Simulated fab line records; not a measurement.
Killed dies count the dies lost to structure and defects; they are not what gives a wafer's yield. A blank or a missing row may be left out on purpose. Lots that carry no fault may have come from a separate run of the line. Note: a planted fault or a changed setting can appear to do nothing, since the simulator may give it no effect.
Which tool is to blame? + flow n5-finfet + 27 wafers from 9 lots sampled at 6 of the route's 1938 steps

WHAT EACH GAUGE READ, for each wafer
N5_SD_EPI_P_INSPECT_26: inspects for defects (darkfield).
| lot  | measured    | on                | raw-defect-count |
|------|-------------|-------------------|------------------|
| L599 | day 4 00:14 | defect-inspect-01 | 232 197 215      |
| L605 | day 5 12:56 | defect-inspect-01 | 1321 1230 1305   |
| L610 | day 6 17:27 | defect-inspect-02 | 1265 1259 1289   |
| L613 | day 7 11:22 | defect-inspect-02 | 185 113 232      |
| L616 | day 8 03:49 | defect-inspect-01 | 141 189 245      |
| L617 | day 8 09:40 | defect-inspect-01 | 195 212 131      |
| L618 | day 8 16:13 | defect-inspect-02 | 204 185 180      |
| L619 | day 9 00:11 | defect-inspect-01 | 190 217 199      |
| L620 | day 9 03:10 | defect-inspect-02 | 141 168 156      |

N5_BEOL_M4_RC_MEAS_101.
| lot  | measured     | on        | DIBL_N (mV/V)  | DIBL_P (mV/V)  | IOFF_N (nA/um)    | IOFF_P (nA/um) | ION_N (uA/um) | ION_P (uA/um) | SS_N (mV/dec)  | SS_P (mV/dec)  | VT_N (mV)   | VT_P (mV)      |
|------|--------------|-----------|----------------|----------------|-------------------|----------------|---------------|---------------|----------------|----------------|-------------|----------------|
| L599 | day 8 01:18  | prober-02 | 35.8 38.5 35.0 | 35.5 39.1 35.3 | 0.155 0.207 0.146 | 0.16 0.22 0.17 | 674 680 668   | 460 454 454   | 72.5 72.3 70.5 | 73.2 74.7 73.0 | 250 248 248 | -257 -251 -256 |
| L605 | day 9 16:02  | prober-02 | 36.1 36.3 36.6 | 35.1 35.6 35.9 | 0.155 0.168 0.159 | 0.20 0.22 0.22 | 669 681 673   | 462 465 461   | 71.7 70.9 71.8 | 73.6 73.2 74.5 | 252 248 251 | -251 -247 -250 |
| L610 | day 11 03:14 | prober-01 | 36.4 34.0 35.7 | 37.6 35.2 37.5 | 0.171 0.133 0.155 | 0.28 0.25 0.28 | 694 680 688   | 480 485 480   | 71.3 70.9 71.4 | 73.8 73.3 74.7 | 248 249 248 | -240 -243 -244 |
| L613 | day 11 23:07 | prober-02 | 38.2 37.0 34.4 | 39.8 38.4 35.9 | 0.180 0.150 0.121 | 0.26 0.23 0.20 | 676 660 663   | 466 456 460   | 71.8 71.2 70.9 | 73.4 73.9 72.9 | 248 251 253 | -246 -247 -250 |
| L616 | day 13 01:37 | prober-02 | 34.4 35.9 34.5 | 34.3 36.0 33.9 | 0.118 0.145 0.125 | 0.18 0.21 0.18 | 667 662 662   | 462 456 463   | 70.8 71.1 71.1 | 72.6 73.1 72.5 | 256 250 252 | -251 -251 -252 |
| L617 | day 13 12:47 | prober-01 | 38.1 37.2 38.8 | 38.5 36.4 38.3 | 0.208 0.179 0.202 | 0.24 0.20 0.25 | 692 673 686   | 468 455 466   | 71.7 71.9 72.1 | 73.9 73.5 74.6 | 247 249 246 | -249 -254 -250 |
| L618 | day 13 08:37 | prober-02 | 34.3 34.2 34.4 | 34.3 33.8 34.6 | 0.137 0.136 0.143 | 0.20 0.19 0.21 | 671 672 675   | 463 468 472   | 71.6 70.3 70.9 | 73.4 72.6 73.2 | 252 250 249 | -247 -249 -245 |
| L619 | day 13 10:40 | prober-01 | 35.1 36.1 35.9 | 35.2 36.0 36.8 | 0.132 0.156 0.150 | 0.16 0.18 0.19 | 676 674 680   | 463 461 462   | 70.9 71.5 71.0 | 72.4 73.2 72.9 | 251 250 251 | -254 -256 -253 |
| L620 | day 14 00:35 | prober-02 | 36.8 36.1 36.3 | 37.8 37.0 36.7 | 0.184 0.167 0.166 | 0.23 0.21 0.21 | 694 684 680   | 471 464 459   | 71.0 71.1 71.8 | 73.2 72.9 73.4 | 246 248 247 | -249 -251 -253 |

WHICH TOOL RAN EACH LOT (tool, then ch and the chambers of the sampled wafers, then the start)
| lot  | N5_SD_EPI_P_PRECLEAN_33            | N5_SD_ACTIVATION_RTA_00         | N5_ILD0_CMP_03               | N5_ILD0_CMP_12               |
|------|------------------------------------|---------------------------------|------------------------------|------------------------------|
| L599 | wet-bench-05 ch 4,5,6, day 4 00:11 | rtp-anneal-02 ch 0, day 4 00:16 | cmp-03 ch 0,2, day 4 03:58   | cmp-03 ch 1,2,3, day 4 07:32 |
| L605 | wet-bench-05 ch 1,5,6, day 5 12:52 | rtp-anneal-01 ch 0, day 5 12:59 | cmp-01 ch 0,3, day 5 16:05   | cmp-03 ch 0,2, day 5 19:52   |
| L610 | wet-bench-05 ch 1,2,7, day 6 17:24 | rtp-anneal-01 ch 0, day 6 17:32 | cmp-01 ch 0,1,2, day 6 20:40 | cmp-04 ch 1,2, day 7 00:09   |
| L613 | wet-bench-04 ch 0,2,3, day 7 11:19 | rtp-anneal-02 ch 0, day 7 11:29 | cmp-04 ch 1,3, day 7 14:32   | cmp-01 ch 0,1,3, day 7 18:22 |
| L616 | wet-bench-04 ch 1,3,4, day 8 03:46 | rtp-anneal-01 ch 0, day 8 03:55 | cmp-01 ch 1,2,3, day 8 07:07 | cmp-03 ch 0,1,3, day 8 11:43 |
| L617 | wet-bench-04 ch 1,5,6, day 8 09:37 | rtp-anneal-01 ch 0, day 8 09:41 | cmp-01 ch 0,2, day 8 13:07   | cmp-01 ch 0,1, day 8 17:57   |
| L618 | wet-bench-04 ch 0,5,7, day 8 16:10 | rtp-anneal-01 ch 0, day 8 16:14 | cmp-03 ch 0,2,3, day 8 19:23 | cmp-01 ch 0,1,2, day 8 22:57 |
| L619 | wet-bench-04 ch 3,4,7, day 9 00:08 | rtp-anneal-01 ch 0, day 9 00:14 | cmp-03 ch 0,1,2, day 9 03:46 | cmp-01 ch 1,2,3, day 9 07:16 |
| L620 | wet-bench-05 ch 3,5,7, day 9 03:07 | rtp-anneal-01 ch 0, day 9 03:11 | cmp-04 ch 0,2,3, day 9 06:42 | cmp-01 ch 0,2,3, day 9 10:14 |
- N5_SD_EPI_P_PRECLEAN_33: cleans in SC2, time 45 s.
- N5_SD_ACTIVATION_RTA_00: time 0 s.
- N5_ILD0_CMP_03: polishes, stops on SiNx, t overpolish 1.9 s, target thk 197.38 nm.
- N5_ILD0_CMP_12: polishes SiNx, stops on poly-Si, t overpolish 6 s, target thk 17.67 nm.

WHAT THE TOOLS THEMSELVES READ (means of the sampled wafers that have a number; where no wafer has one, the mark that the record gives instead)
N5_SD_ACTIVATION_RTA_00.
| lot  | tool          | lamp-power-pct (%) | wafer_temp_C_max |
|------|---------------|--------------------|------------------|
| L599 | rtp-anneal-02 | 8.96               | 975.9            |
| L605 | rtp-anneal-01 | 8.99               | 975.5            |
| L610 | rtp-anneal-01 | 8.96               | 976.7            |
| L613 | rtp-anneal-02 | 9.00               | 973.3            |
| L616 | rtp-anneal-01 | 8.96               | 974.8            |
| L617 | rtp-anneal-01 | 8.96               | 975.4            |
| L618 | rtp-anneal-01 | 8.96               | 975.3            |
| L619 | rtp-anneal-01 | 8.97               | 975.4            |
| L620 | rtp-anneal-01 | 8.97               | 974.3            |

N5_ILD0_CMP_03.
| lot  | tool   | motor-current-A (A) | overpolish-run-s (s) | pad-life-wafers | slurry-flow-ml-min | time-to-endpoint-s (s) |
|------|--------|---------------------|----------------------|-----------------|--------------------|------------------------|
| L599 | cmp-03 | 12.8                | 1.905                | 1568            | 150.5              | 71                     |
| L605 | cmp-01 | 12.3                | 1.899                | 534             | 149.7              | 74                     |
| L610 | cmp-01 | 12.8                | 1.907                | 806             | 149.9              | 76                     |
| L613 | cmp-04 | 12.3                | 1.892                | 1501            | 149.8              | 78                     |
| L616 | cmp-01 | 12.5                | 1.898                | 1070            | 149.9              | 69                     |
| L617 | cmp-01 | 12.0                | 1.900                | 1130            | 150.4              | 73                     |
| L618 | cmp-03 | 12.2                | 1.899                | 475             | 150.2              | 71                     |
| L619 | cmp-03 | 12.5                | 1.897                | 536             | 149.7              | 72                     |
| L620 | cmp-04 | 12.9                | 1.898                | 1807            | 150.3              | 73                     |

N5_ILD0_CMP_12.
| lot  | tool   | motor-current-A (A) | overpolish-run-s (s) | pad-life-wafers | slurry-flow-ml-min | time-to-endpoint-s (s) |
|------|--------|---------------------|----------------------|-----------------|--------------------|------------------------|
| L599 | cmp-03 | 9.3                 | 6.001                | 1592            | 149.8              | 28.6                   |
| L605 | cmp-03 | 8.9                 | 6.005                | 1879            | 150.1              | 29.4                   |
| L610 | cmp-04 | 8.7                 | 5.998                | 1362            | 150.3              | 29.6                   |
| L613 | cmp-01 | 9.5                 | 6.004                | 956             | 149.8              | 30.0                   |
| L616 | cmp-03 | 9.2                 | 6.011                | 398             | 150.2              | 31.0                   |
| L617 | cmp-01 | 9.8                 | 5.994                | 1178            | 149.6              | 31.0                   |
| L618 | cmp-01 | 9.7                 | 6.005                | 1214            | 150.0              | 30.2                   |
| L619 | cmp-01 | 9.4                 | 5.994                | 1291            | 149.6              | 30.4                   |
| L620 | cmp-01 | 8.8                 | 5.999                | 1328            | 150.1              | 30.5                   |

THE ANSWER, worked out from the rows above alone
Rule: the lots themselves supply what counts as usual. The widest of any qualifying gaps counts: lots, ordered by their means at a reading, are off when they make up no more than a third of the lots, leave a main group of 4 or more, and stand apart from it by 3 or more times the standard deviation of that group's means. If all means in a main group match to the digits the tables above print for the reading, that group is not used. Also off: a lot with no number at a reading for which 4 or more lots have one. The other lots that the step has rows for count as sound. Order of review: gauges by route order, followed by the tools' own readings, for which a lot's mean as printed above is used. The first step at which some lot is off is used, and at that step the reading that is off furthest; a lot without a number counts as furthest.
Off: L605, L610, at N5_SD_EPI_P_INSPECT_26 (raw-defect-count). The main group: mean 187, standard deviation 18.
If a tool, at a process step before that reading, ran all the lots that are off and no sound lot after the first of them, it fits. Gauges at N5_SD_EPI_P_INSPECT_26: tried the same way as those tools. Of those tried, none fits.

WHAT HAD BEEN PUT IN BY THE SIMULATOR
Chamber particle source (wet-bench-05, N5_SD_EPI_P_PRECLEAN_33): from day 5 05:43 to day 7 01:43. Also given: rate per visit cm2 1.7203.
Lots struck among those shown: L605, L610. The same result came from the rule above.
